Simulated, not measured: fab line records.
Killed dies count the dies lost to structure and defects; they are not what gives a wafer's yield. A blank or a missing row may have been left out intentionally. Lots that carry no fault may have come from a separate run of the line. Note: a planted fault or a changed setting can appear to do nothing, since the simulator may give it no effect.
Problem report in the 8D (eight disciplines) form, filled by code :: flow n5 finfet :: the parts of the form that need people (team, actions taken, sign-off) are left out

== 1. THE ISSUE ==
Wafers with no fault read 27.91 nm with a standard deviation of 0.22, whereas cd nm at N5_BEOL_M5_CD_MEAS_11 reads a mean of 26.84 nm on 1 wafer of 1 lot. Relative to the usual mean, that is a shift of -4.9 standard deviations.
The step: target cd 27.74 nm.
First observed at day 9 15:21: wafer L536.4, on cd sem-01. At this step, 31 wafers from 11 lots have a number in the record. By rule, "out" or "out of limits" means more than 4 standard deviations away from the usual mean. All remaining wafers that have a number are taken as sound.

== 2. WHAT IT IS AND WHAT IT IS NOT ==
question: which readings at this step
is: cd nm
is not: -

question: which lots
is: L536
is not: L531, L532, L533, L544, L545, L546, L550, L551, L552, L553

question: which wafers of those lots
is: L536.4
is not: L536.1, L536.6

question: read on which gauges
is: cd sem-01
is not: cd sem-02, cd sem-03

question: when
is: from day 9 15:21
is not: up to then (10 sound wafers); but 20 sound wafers of L544, L545, L546, L550, L551, L552, L553 came after

== 3. THE SUSPECTS, EACH WITH WHAT RULES IT OUT ==
Counting: a tool at a process step up to the reading stays a suspect if it ran every lot that is out. Sound lots after the first of them don't rule it out here, since some wafers of a struck lot are sound.
- the gauge at N5_BEOL_M5_CD_MEAS_11: kept. All the wafers that are out were read on cd sem-01, and no step on other tools shows them out.
- euv scanner-01 at N5_BEOL_M5_EXPOSE_08 (exposes mask M5, target cd 28 nm): kept. It processed L536, the lot that is out, at day 9 15:13, and its most recent sound lot before then was L532 at day 8 03:53.
Left after counting: euv scanner-01 at N5_BEOL_M5_EXPOSE_08, cd sem-01 at N5_BEOL_M5_CD_MEAS_11.

== 4. THE CAUSE (what the simulator had put in) ==
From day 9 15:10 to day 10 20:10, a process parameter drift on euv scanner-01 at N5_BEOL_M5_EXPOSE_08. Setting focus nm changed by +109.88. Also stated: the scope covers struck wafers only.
This tool is one of the 2 suspects left after counting.

== 5. THE EFFECT CHAIN, in route order ==
One row per reading whose mean, taken over the struck wafers that have a number, lies over 3 standard deviations from the usual. Only readings for which the record gives a usual standard deviation are gone through. hours: the time from each lot's start at the first step in this table that gives one to its start at this step, as a median over the lots. sigmas: the change in usual standard deviations.
hours: 0
step: N5_BEOL_M5_CD_MEAS_11
reading: cd nm
usual: 27.91 nm
on struck wafers: 26.84
change: -1.07
sigmas: -4.9

== 6. WHAT WOULD HAVE CAUGHT IT SOONER ==
In this record the first reading out of limits at a measuring or inspecting step was taken at day 9 15:21, 0 hours after the fault began at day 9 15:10.
By day 9 15:21, every lot that is out (1) had started N5_BEOL_M5_EXPOSE_08 on euv scanner-01. None of them would have been spared by holding the tool at that moment.
